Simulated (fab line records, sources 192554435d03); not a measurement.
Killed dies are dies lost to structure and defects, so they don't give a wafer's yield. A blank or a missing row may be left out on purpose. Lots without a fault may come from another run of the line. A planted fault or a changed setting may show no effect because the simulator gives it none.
fab line records | flow n5_finfet
record lots=11 wafers=32 last_day=19
route steps=1938 shown BEOL_M3@1004 BEOL_M15@1808 MIM_BOT_LITHO@1862 PASSIVATION@1906
lots that met no fault: from a run of the same line without faults
start_h: hours from the record's first day to the start of the lot's first wafer shown | wait_h: hours since the lot's step before | " the same as in the row above | L1.1+2: a row that stands for several wafers | - no value, or no start given | * or withheld: withheld | < > ~ a bound
route shown NAME@n: a module of which the file shows steps, and the number in the route of the first | usual: mean/standard deviation of fault-free wafers | same: alike in all rows | chamber/n: place in a boat | sites: the reading at each site | _std_site: their standard deviation | _edge_site: outer sites' mean less inner sites' | radius_mm: how far each site lies from the wafer's centre | mask NAME#n: copy n | behind: the tool/chamber that last shaped the wafer | hold: why the lot was held/for how many hours/how that ended | device: the transistor (n, p or np) that didn't switch | end of line: the same wafers' tests at the end of the route | a step without rows: its recipe alone | killed: dies lost to structure and defects at the first sort, not the wafer's yield | map: a wafer's dies, x killed, . not, _ none there
set.NAME: the setting as run; set.NAME@STEP: as run at that earlier step | model.NAME: the simulator's own value behind a step, which no gauge read
steps of the route over a sample of lots; a table a step, a row a wafer
services: from which hour (start_h, from the record's first day; less than 0 if before it) a tool's chamber was out of use, for how many hours, and why
## steps
# step N5_BEOL_M3_SPUTTER_90
# recipe material=Cu target_thk_a=45 temp_c=-20 chamber_pressure_pa=0.07 power_w=withheld time_s=8.29
# usual susceptor_temp_C=-20.00/0.1 throttle_valve_pct=30.2/0.71
# columns lot.wafer tool chamber start_h wait_h susceptor_temp_C throttle_valve_pct
L284.2 pvd_sputter-01 - 186.00 0.1 -19.86 31.1
L284.5 " - " " -19.90 30.9
L284.6 " - " " -19.95 30.1
L285.4 pvd_sputter-03 - 189.88 0.1 -19.93 29.9
L285.5 " - " " -19.96 30.3
L285.6 " - " " -19.92 29.5
L288.1 pvd_sputter-01 - 190.51 0.1 -19.97 31.1
L288.3 " - " " -20.01 29.8
L288.4 " - " " -19.78 30.7
L286.1 pvd_sputter-03 - 192.22 0.1 -19.98 29.3
L286.3 " - " " -20.15 29.8
L286.6 " - " " -20.36 29.8
L290.2 pvd_sputter-03 - 202.35 0.1 -20.16 29.6
L290.3 " - " " -20.18 29.6
L290.5 " - " " -20.03 29.7
L293.1 pvd_sputter-03 - 237.37 0.1 -20.11 29.3
L293.4 " - " " -19.86 30.1
L293.6 " - " " -19.99 29.0
L294.1 pvd_sputter-03 - 243.43 0.1 -19.91 30.2
L294.4 " - " " -20.14 29.9
L294.6 " - " " -19.91 29.7
L296.1 pvd_sputter-03 - 253.95 0.1 -20.11 29.4
L296.2 " - " " -20.13 30.0
L296.4 " - " " -20.00 30.0
L297.1 pvd_sputter-03 - 256.98 0.1 -20.05 29.8
L297.3 " - " " -19.82 30.5
L297.5 " - " " -19.93 29.9
L301.2 pvd_sputter-01 - 282.34 0.1 -20.05 31.3
L301.4 " - " " -19.99 30.0
L301.6 " - " " -19.87 30.8
L306.4 pvd_sputter-02 - 321.41 0.1 -19.99 30.6
L306.5 " - " " -19.80 31.6
# step N5_BEOL_M15_ETCH_61
# recipe chemistry=N2/H2 target=BARC target_depth_a=890 overetch_a=267 time_s=67.9 ion_energy_ev=200 pressure_mtorr=30 source_w=840 bias_w=150 n2_flow_sccm=200 h2_flow_sccm=200
# usual chamber_pressure_mTorr=30.002/0.028 drypump_motor_current_A=5.5/0.46 oes_product_au=0.68/0.061 rf_vpp_V=524.0/2.9 showerhead_plenum_p_Torr=2.54/0.097 throttle_valve_pct=17.9/0.31
# columns lot.wafer tool chamber start_h wait_h chamber_pressure_mTorr drypump_motor_current_A oes_product_au rf_hours_counter_h rf_vpp_V showerhead_plenum_p_Torr throttle_valve_pct
L284.2 rie_diel-01 3 287.85 0.0 29.983 5.6 0.74 40 526.5 2.56 17.3
L284.5 " 3 " " 29.984 5.6 0.74 - 525.5 2.56 17.3
L284.6 " 2 " " 29.966 5.5 0.73 - 521.6 2.45 17.7
L285.4 rie_diel-04 2 288.45 0.0 29.966 4.7 0.58 249 520.0 2.42 18.1
L285.5 " 2 " " 30.001 4.8 0.59 - 520.4 2.42 18.1
L285.6 " 3 " " 30.023 6.4 0.62 - 522.3 2.55 18.3
L288.1 rie_diel-01 3 294.44 0.0 29.989 5.6 0.74 43 525.7 2.56 17.3
L288.3 " 1 " " 29.997 5.1 0.61 206 519.7 2.40 18.3
L288.4 " 2 " " 30.013 5.5 0.73 69 521.5 2.45 17.7
L286.1 rie_diel-04 1 294.67 0.0 29.991 5.6 0.65 179 522.6 2.51 17.8
L286.3 " 0 " " 30.029 5.3 0.74 55 525.0 2.58 18.0
L286.6 " 3 " " 30.019 6.5 0.62 - 523.2 2.54 18.3
L290.2 rie_diel-01 1 307.46 0.0 30.020 5.1 0.61 210 519.1 2.40 18.3
L290.3 " 0 " " 29.988 5.4 0.74 41 527.9 2.69 17.8
L290.5 " 0 " " 29.988 5.4 0.74 - 527.9 2.69 17.8
L293.1 rie_diel-01 1 333.81 0.0 30.045 5.1 0.60 217 520.7 2.40 18.3
L293.4 " 0 " " 29.925 5.3 0.73 49 527.7 2.69 17.8
L293.6 " 0 " " 30.024 5.3 0.73 - 529.1 2.69 17.8
L297.1 rie_diel-03 2 356.53 0.0 30.043 5.1 0.67 143 524.8 2.55 17.9
L297.3 " 0 " " 30.050 5.0 0.76 62 528.5 2.65 17.4
L297.5 " 2 " " 29.987 5.1 0.67 - 523.9 2.55 17.9
L294.1 rie_diel-01 3 357.83 0.0 30.004 5.6 0.72 61 523.4 2.55 17.4
L294.4 " 2 " " 30.025 5.5 0.71 88 521.6 2.44 17.7
L294.6 " 1 " " 30.010 5.1 0.60 - 519.2 2.39 18.3
L296.1 rie_diel-01 0 366.44 0.0 30.015 5.4 0.73 58 529.7 2.68 17.8
L296.2 " 3 " " 29.958 5.6 0.71 64 525.2 2.55 17.4
L296.4 " 1 " " 30.000 5.1 0.60 227 520.4 2.39 18.3
L301.2 rie_diel-01 0 399.45 0.0 30.010 5.3 0.71 68 528.2 2.68 17.9
L301.4 " 1 " " 29.974 5.1 0.60 236 520.0 2.39 18.3
L301.6 " 1 " " 30.035 5.1 0.60 - 519.4 2.39 18.3
L306.4 rie_diel-04 2 429.29 0.0 29.990 4.8 0.77 37 528.6 2.72 17.7
L306.5 " 3 " " 30.002 6.4 0.59 - 524.1 2.53 18.4
# step N5_MIM_BOT_LITHO_CD_MEAS_08
# recipe target_cd_nm=3000 landing_energy_ev=500 detector=se_inlens polarity=opening
# usual cd_nm=3000.6/3
# columns lot.wafer tool chamber start_h wait_h cd_nm
L284.2 cd_sem-02 0 294.95 - 3001.8
L284.5 " 0 " " 2999.6
L284.6 " 0 " " 3009.0
L285.4 cd_sem-02 0 295.28 - 2999.1
L285.5 " 0 " " 2999.0
L285.6 " 0 " " 3000.9
L288.1 cd_sem-01 0 303.84 - 2998.4
L288.3 " 0 " " 2997.0
L288.4 " 0 " " 2999.8
L286.1 cd_sem-01 0 313.08 - 3000.9
L286.3 " 0 " " 3002.3
L286.6 " 0 " " 3002.6
L290.2 cd_sem-02 0 319.07 - 3002.7
L290.3 " 0 " " 3001.0
L290.5 " 0 " " 3007.6
L293.1 cd_sem-02 0 341.37 - 2998.6
L293.4 " 0 " " 2998.3
L293.6 " 0 " " 2999.0
L297.1 cd_sem-01 0 365.52 - 2997.1
L297.3 " 0 " " 2997.3
L297.5 " 0 " " 2997.5
L294.1 cd_sem-02 0 369.24 - 2999.2
L294.4 " 0 " " 3004.0
L294.6 " 0 " " 3001.2
L296.1 cd_sem-01 0 378.14 - 3000.3
L296.2 " 0 " " 3005.7
L296.4 " 0 " " 3009.3
L301.2 cd_sem-01 0 407.46 - 3000.8
L301.4 " 0 " " 3000.0
L301.6 " 0 " " 2999.6
L306.4 cd_sem-02 0 438.77 - 3004.1
L306.5 " 0 " " 3000.8
# step N5_PASSIVATION_OVL_MEAS_63
# recipe points_per_wafer=44
# usual PAD_OVL=-3/6.4
# columns lot.wafer tool chamber start_h wait_h PAD_OVL[nm]
L285.4 overlay-02 0 302.34 0.0 -13
L285.5 " 0 " " -9
L285.6 " 0 " " -7
L284.2 overlay-02 0 302.53 0.0 -5
L284.5 " 0 " " 4
L284.6 " 0 " " 4
L288.1 overlay-02 0 306.97 0.0 -12
L288.3 " 0 " " -9
L288.4 " 0 " " -5
L286.1 overlay-02 0 319.64 0.0 6
L286.3 " 0 " " -2
L286.6 " 0 " " 3
L290.2 overlay-02 0 323.86 0.0 -9
L290.3 " 0 " " -6
L290.5 " 0 " " -1
L293.1 overlay-02 0 346.28 0.0 1
L293.4 " 0 " " -7
L293.6 " 0 " " -17
L297.1 overlay-02 0 369.48 0.0 -7
L297.3 " 0 " " -9
L297.5 " 0 " " -6
L294.1 overlay-02 0 375.38 0.0 -3
L294.4 " 0 " " -6
L294.6 " 0 " " -3
L296.1 overlay-02 0 384.56 0.0 1
L296.2 " 0 " " 13
L296.4 " 0 " " 7
L301.2 overlay-02 0 411.98 0.0 12
L301.4 " 0 " " 10
L301.6 " 0 " " 6
L306.4 overlay-02 0 444.55 0.0 -1
L306.5 " 0 " " -9
# step N5_PASSIVATION_PROBE_49
# usual defect_limited_yield=91.3/1.4 killed_at_M0_to_M3=36/10 killed_at_M4_up=13/5.4 killed_at_contacts=12/5.3 killed_at_front_end=39/10 killed_at_other=3.2/2.7 killed_dies=103/16 killed_open=68/13 killed_short=33/6.6 sort_bin_4_leakage=0.01/0.031 sort_bin_5_function=5.1/0.92 sort_bin_6_memory=3.3/0.68 sort_bin_8_speed=0.1/0.41 sort_n_pass=1077/17 sort_yield_pct=91.2/1.4
# same gross_dies=1180 killed_at_back_side=0
# columns lot.wafer tool chamber start_h wait_h defect_limited_yield[%] killed_at_M0_to_M3 killed_at_M4_up killed_at_contacts killed_at_front_end killed_at_other killed_dies killed_open killed_short sort_bin_4_leakage[%] sort_bin_5_function[%] sort_bin_6_memory[%] sort_bin_8_speed[%] sort_n_pass sort_yield_pct[%]
L297.1 prober-02 - 374.82 0.0 83.6 123 13 9 48 0 193 57 34 0 10.3 3.7 0 987 83.6
L297.3 prober-02 - 374.92 0.1 85.3 112 16 13 32 0 173 69 19 0 10.4 3.6 0 1007 85.3
L297.5 prober-02 - 375.02 0.2 85.4 121 10 15 26 0 172 49 30 0 9.3 4.2 0 1008 85.4
L296.1 prober-01 - 390.21 0.0 85.2 114 12 7 41 1 175 61 24 0 10.1 3.9 0 1005 85.2
L296.2 prober-01 - 390.26 0.1 84.0 129 5 24 25 6 189 58 33 0 10.0 4.5 0 991 84.0
L296.4 prober-01 - 390.36 0.2 86.2 106 9 10 31 7 163 50 30 0 8.1 4.3 0 1017 86.2
# killed by level:class
L297.1 BEOL_M3:unspecified=87 BEOL_M0_SAQP:geometric_particle:short=15 HKMG_FIN:area_etch=13 FIN_SAQP:geometric_particle:open=11 BEOL_M0_SAQP:geometric_particle:open=8 BEOL_M4:geometric_particle:open=8 MOL_CONTACT_COAG:geometric_particle:open=7 BEOL_M1:geometric_particle:open=5
L297.3 BEOL_M3:unspecified=84 MOL_CONTACT_COAG:geometric_particle:open=11 BEOL_M1:geometric_particle:open=8 DUMMY_GATE:geometric_particle:open=7 BEOL_M4:geometric_particle:open=7 FIN_SAQP:geometric_particle:open=6 BEOL_M0_SAQP:geometric_particle:open=6 BEOL_M0_SAQP:geometric_particle:short=5
L297.5 BEOL_M3:unspecified=91 BEOL_M0_SAQP:geometric_particle:open=11 MOL_CONTACT_COAG:geometric_particle:open=9 FIN_SAQP:geometric_particle:short=8 MOL_CONTACT_COAG:geometric_particle:short=6 BEOL_M0:geometric_particle:open=6 BEOL_M0_SAQP:geometric_particle:short=5 FIN_SAQP:geometric_particle:open=4
L296.1 BEOL_M3:unspecified=87 DUMMY_GATE:geometric_particle:open=9 BEOL_M3:geometric_particle:open=7 FIN_SAQP:geometric_particle:open=6 MOL_CONTACT_COAG:geometric_particle:open=6 BEOL_M1:geometric_particle:open=6 STI_FIN_REVEAL:geometric_particle:open=5 BEOL_M0_SAQP:geometric_particle:open=4
L296.2 BEOL_M3:unspecified=97 MOL_CONTACT_COAG:geometric_particle:open=18 BEOL_M0_SAQP:geometric_particle:short=7 BEOL_M0:geometric_particle:open=7 MOL_CONTACT_COAG:geometric_particle:short=6 BEOL_M0_SAQP:geometric_particle:open=5 BEOL_M1:geometric_particle:open=5 MIM_TOP_ETCH:geometric_particle:short=5
L296.4 BEOL_M3:unspecified=83 MOL_CONTACT_COAG:geometric_particle:open=9 BEOL_M0_SAQP:geometric_particle:short=8 STI_FIN_REVEAL:geometric_particle:open=5 BEOL_M2:geometric_particle:open=5 DUMMY_GATE:geometric_particle:open=4 ILD0:geometric_particle:open=4 MIM_TOP_ETCH:geometric_particle:short=4
## services
# columns tool chamber start_h hours kind
rie_diel-04 - 167.56 0.5 repair
rie_diel-01 0 223.37 15.1 repair
rie_diel-01 3 232.64 22.4 repair
rie_diel-03 - 244.35 28.1 pm
rie_diel-04 2 292.60 - clean
rie_diel-04 2 292.60 - consumable_replace:focus_ring
rie_diel-04 2 292.60 - consumable_replace:showerhead
rie_diel-04 2 292.60 22.2 scheduled_down
rie_diel-04 2 292.60 22.2 vent_cycle
rie_diel-03 - 302.43 0.1 repair
rie_diel-04 - 305.71 4.3 pm
rie_diel-01 - 311.69 0.4 repair
pvd_sputter-01 - 367.25 3.0 repair
pvd_sputter-03 - 385.93 7.3 repair
rie_diel-04 1 386.02 8.0 repair
rie_diel-03 1 408.68 - clean
rie_diel-03 1 408.68 - consumable_replace:focus_ring
rie_diel-03 1 408.68 12.4 scheduled_down
rie_diel-03 1 408.68 12.4 vent_cycle
## key
first_sign step=N5_PASSIVATION_PROBE_49 reading=killed_at_M0_to_M3 direction=up sigmas=7.9 usual=36 struck=118
effect step=N5_PASSIVATION_PROBE_49 reading=defect_limited_yield direction=down sigmas=4.6 usual=91.3 struck=85.0
more_kills_born_at N5_BEOL_M3_SPUTTER_90@pvd_sputter-03=529
met_at N5_BEOL_M3_SPUTTER_90
struck_lots L296,L297
baseline_loss step=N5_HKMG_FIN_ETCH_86 wafers=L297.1
not_acting_at N5_BEOL_M15_ETCH_61,N5_MIM_BOT_LITHO_CD_MEAS_08,N5_PASSIVATION_OVL_MEAS_63
onset_between 243.43 253.95
fault kind=chamber_particle_source tool=pvd_sputter-03 chamber=- onset_h=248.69 steps=N5_BEOL_M3_SPUTTER_90 rate_per_visit_cm2=0.38631 end_h=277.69
# baseline_loss: these wafers lose ten dies or more at that step, a loss of the line's own and not of a fault; the sort's usual values leave them out
